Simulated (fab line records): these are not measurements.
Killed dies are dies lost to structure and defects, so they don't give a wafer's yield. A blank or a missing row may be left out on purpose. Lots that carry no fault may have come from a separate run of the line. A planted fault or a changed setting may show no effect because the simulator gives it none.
Which tool did it?	flow nandHarc	Sampling: 11 lots, 29 wafers, 6 of 1159 route steps

== WHAT THE GAUGES READ, wafer by wafer ==
NHARC_A_CHANNEL_HOLE_D1_INSPECT_40.
lot	measured	on	rawDefectCount
L629	day 9 00:40	defectInspect-01	64 42 83
L634	day 9 20:59	defectInspect-01	65 42 69
L637	day 10 15:17	defectInspect-01	43 71 52
L639	day 10 19:27	defectInspect-01	51 70 57
L642	day 11 22:50	defectInspect-01	72 54 88
L647	day 13 03:52	defectInspect-02	560 545
L651	day 13 14:19	defectInspect-01	58 44 70
L648	day 13 16:00	defectInspect-01	590 611 572 593 624 586
L650	day 13 18:30	defectInspect-01	51 54 55
L649	day 13 20:11	defectInspect-01	612 618
L652	day 14 08:53	defectInspect-02	49 63 54

NHARC_END_SORT_01.
lot	measured	on	killedAtArray	killedAtOther	killedAtPeriphery	killedDies	killedOpen	killedShort
L647	day 25 04:55	prober-01	82	3	2	87	3	4
L648	day 24 14:22	prober-01	69 67 77	0 0 0	4 3 2	73 70 79	5 5 3	1 2 2
L649	day 26 13:34	prober-01	82	0	1	83	2	1

== EACH LOT AND THE TOOL THAT RAN IT (in order: tool; ch and the chambers of the sampled wafers; start) ==
lot	NHARC_A_CHANNEL_HOLE_D1_ETCH_34	NHARC_A_CHANNEL_HOLE_D1_ETCH_21	NHARC_A_CHANNEL_HOLE_D1_ETCH_23	NHARC_A_CHANNEL_FILL_D1_ETCHBACK_19
L629	rieDiel-06 ch 2,3, day 8 19:25 or earlier	harEtch-01 ch 0,1, day 8 19:25	harEtch-01 ch 0,1, day 8 20:25	rieSi-04 ch 0,1,2, day 10 03:46
L634	rieDiel-06 ch 0,2,3, day 9 15:51 or earlier	harEtch-02 ch 0,1, day 9 15:51	harEtch-02 ch 0,1, day 9 16:57	rieSi-05 ch 0,1,3, day 10 20:34
L637	rieDiel-02 ch 0,3, day 10 10:03 or earlier	harEtch-01 ch 0,1, day 10 10:03	harEtch-01 ch 0,1, day 10 11:07	rieSi-05 ch 0,1,3, day 11 15:29
L639	rieDiel-06 ch 1,3, day 10 14:14 or earlier	harEtch-01 ch 0,1, day 10 14:14	harEtch-01 ch 0,1, day 10 15:17	rieSi-04 ch 0,1,3, day 11 19:14
L642	rieDiel-02 ch 0,1,3, day 11 17:33 or earlier	harEtch-01 ch 0,1, day 11 17:33	harEtch-01 ch 0,1, day 11 18:33	rieSi-01 ch 1,2,3, day 13 00:44
L647	rieDiel-12 ch 0, day 12 22:44 or earlier	harEtch-01 ch 0, day 12 22:44	harEtch-01 ch 0, day 12 23:50	rieSi-05 ch 0, day 14 06:41
L651	rieDiel-02 ch 1,2, day 13 09:06 or earlier	harEtch-02 ch 0,1, day 13 09:06	harEtch-02 ch 0,1, day 13 10:09	rieSi-04 ch 2,3, day 14 15:42
L648	rieDiel-06 ch 0,1,3, day 13 10:34 or earlier	harEtch-01 ch 0, day 13 10:34	harEtch-01 ch 0, day 13 11:34	rieSi-05 ch 0,2, day 14 15:42
L650	rieDiel-02 ch 1,2, day 13 13:11 or earlier	harEtch-02 ch 0,1, day 13 13:11	harEtch-02 ch 0,1, day 13 14:13	rieSi-01 ch 0,1, day 14 18:34
L649	rieDiel-12 ch 2, day 13 14:53 or earlier	harEtch-01 ch 0, day 13 14:53	harEtch-01 ch 0, day 13 15:59	rieSi-05 ch 1, day 14 18:34
L652	rieDiel-12 ch 2,3, day 14 03:36 or earlier	harEtch-02 ch 0,1, day 14 03:36	harEtch-02 ch 0,1, day 14 04:37	rieSi-05 ch 0,1, day 15 09:52
- NHARC_A_CHANNEL_HOLE_D1_ETCH_34: etches the open film in CF4/CHF3, target depth 154 nm, time 77 s.
- NHARC_A_CHANNEL_HOLE_D1_ETCH_21: etches the open film in C4F8/O2/Ar, time 514.3 s, target depth 1600 nm.
- NHARC_A_CHANNEL_HOLE_D1_ETCH_23: etches the open film in C4F8/O2/Ar, time 819 s, target depth 1600 nm.
- NHARC_A_CHANNEL_FILL_D1_ETCHBACK_19: etches the open film in HBr/Cl2, target depth 5 nm, time 1.7 s.

== WHAT THE TOOLS THEMSELVES READ (means of the sampled wafers that have a number; where no wafer has one, the mark that the record gives instead) ==
NHARC_A_CHANNEL_HOLE_D1_ETCH_34.
lot	tool	drypumpMotorCurrentA (A)	oesProductAu (a.u.)	rfFwdPowerW (W)	rfVppV (V)	showerheadPlenumPTorr (Torr)	throttleValvePct (%)
L629	rieDiel-06	5.6	0.920	498.3	373.5	1.66	16.812
L634	rieDiel-06	6.1	0.917	496.1	371.0	1.60	16.793
L637	rieDiel-02	5.9	0.919	495.1	370.2	1.59	16.799
L639	rieDiel-06	6.3	0.913	498.7	368.4	1.53	16.798
L642	rieDiel-02	5.8	0.965	495.8	371.3	1.60	16.797
L647	rieDiel-12	5.6	0.922	494.9	371.4	1.56	16.791
L651	rieDiel-02	5.8	0.921	495.9	372.1	1.62	16.795
L648	rieDiel-06	6.4	0.960	498.2	368.9	1.53	16.809
L650	rieDiel-02	5.8	0.912	497.3	371.0	1.62	16.805
L649	rieDiel-12	5.8	0.958	493.3	374.3	1.68	16.809
L652	rieDiel-12	6.2	0.918	493.0	371.2	1.58	16.812

NHARC_A_CHANNEL_HOLE_D1_ETCH_21.
lot	tool	drypumpMotorCurrentA (A)	heBacksideLeakSccm (sccm)	showerheadPlenumPTorr (Torr)	throttleValvePct (%)
L629	harEtch-01	6.1	6.3	3.75	32.166
L634	harEtch-02	5.1	6.2	3.87	32.166
L637	harEtch-01	6.1	6.3	3.74	32.148
L639	harEtch-01	5.9	6.2	3.66	32.152
L642	harEtch-01	5.9	6.3	3.66	32.151
L647	harEtch-01	5.7	6.9	3.58	32.150
L651	harEtch-02	5.1	6.7	3.84	32.149
L648	harEtch-01	5.7	6.8	3.58	32.149
L650	harEtch-02	5.1	6.7	3.84	32.160
L649	harEtch-01	5.8	6.6	3.58	32.156
L652	harEtch-02	5.1	6.6	3.84	32.151

NHARC_A_CHANNEL_HOLE_D1_ETCH_23.
lot	tool	drypumpMotorCurrentA (A)	heBacksideLeakSccm (sccm)	showerheadPlenumPTorr (Torr)	throttleValvePct (%)
L629	harEtch-01	6.1	6.2	3.75	32.151
L634	harEtch-02	5.1	6.4	3.87	32.159
L637	harEtch-01	6.1	6.2	3.74	32.148
L639	harEtch-01	5.9	6.4	3.66	32.158
L642	harEtch-01	5.9	6.4	3.66	32.155
L647	harEtch-01	5.7	7.0	3.58	32.160
L651	harEtch-02	5.1	6.8	3.84	32.152
L648	harEtch-01	5.7	6.3	3.58	32.147
L650	harEtch-02	5.1	6.5	3.84	32.146
L649	harEtch-01	5.7	6.3	3.58	32.160
L652	harEtch-02	5.1	6.8	3.84	32.153

NHARC_A_CHANNEL_FILL_D1_ETCHBACK_19.
lot	tool	drypumpMotorCurrentA (A)	heBacksideLeakSccm (sccm)	mfcCl2Sccm (sccm)	oesProductAu (a.u.)	rfFwdPowerW (W)	throttleValvePct (%)
L629	rieSi-04	5.8	2.44	50.05	1.000	389.7	26.407
L634	rieSi-05	5.9	2.59	49.99	1.006	391.2	26.410
L637	rieSi-05	6.0	2.59	50.01	1.015	389.4	26.404
L639	rieSi-04	5.6	2.61	50.02	0.996	390.0	26.411
L642	rieSi-01	5.5	2.79	49.99	0.998	389.9	26.403
L647	rieSi-05	6.1	2.74	49.74	1.009	390.6	26.413
L651	rieSi-04	5.0	2.84	50.04	0.983	389.4	26.407
L648	rieSi-05	6.1	3.01	49.94	1.001	390.6	26.406
L650	rieSi-01	5.6	2.68	49.91	1.008	389.3	26.401
L649	rieSi-05	5.9	2.54	49.98	0.998	391.8	26.417
L652	rieSi-05	6.0	2.61	50.05	1.004	390.1	26.400

== THE ANSWER, worked out from the rows above alone ==
Rule: the lots themselves supply what counts as usual. The widest of any qualifying gaps counts: lots, ordered by their means at a reading, are off when they make up no more than a third of the lots, leave a main group of 4 or more, and stand apart from it by 3 or more times the standard deviation of that group's means. Not used: any main group whose means are identical at the precision the tables above print for the reading. Also off: a lot with no number at a reading for which 4 or more lots have one. Any other lot the step has rows for is counted as sound. The gauges are gone through in route order, then the tools' own readings, and for those a lot's mean is taken as printed above. The first step at which some lot is off is used, and at that step the reading that is off furthest; a lot without a number counts as furthest.
Off at NHARC_A_CHANNEL_HOLE_D1_INSPECT_40 (rawDefectCount): L647, L648, L649. The main group: mean 59, standard deviation 5.4.
A tool fits if, at a process step before that reading, it ran every lot that is off, and no sound lot after the first of them. Those tools and the gauges at NHARC_A_CHANNEL_HOLE_D1_INSPECT_40 are tried in the same way. NHARC_A_CHANNEL_HOLE_D1_ETCH_34: start missing for some lots; hours and lot order therefore follow NHARC_A_CHANNEL_HOLE_D1_ETCH_21. One candidate fits, namely harEtch-01 at NHARC_A_CHANNEL_HOLE_D1_ETCH_21 and NHARC_A_CHANNEL_HOLE_D1_ETCH_23. At NHARC_A_CHANNEL_HOLE_D1_ETCH_21 its last sound lot is L642 (day 11 17:33), its first lot that is off L647 (day 12 22:44): a fault that began between those two fits.

== WHAT THE SIMULATOR HAD PUT IN ==
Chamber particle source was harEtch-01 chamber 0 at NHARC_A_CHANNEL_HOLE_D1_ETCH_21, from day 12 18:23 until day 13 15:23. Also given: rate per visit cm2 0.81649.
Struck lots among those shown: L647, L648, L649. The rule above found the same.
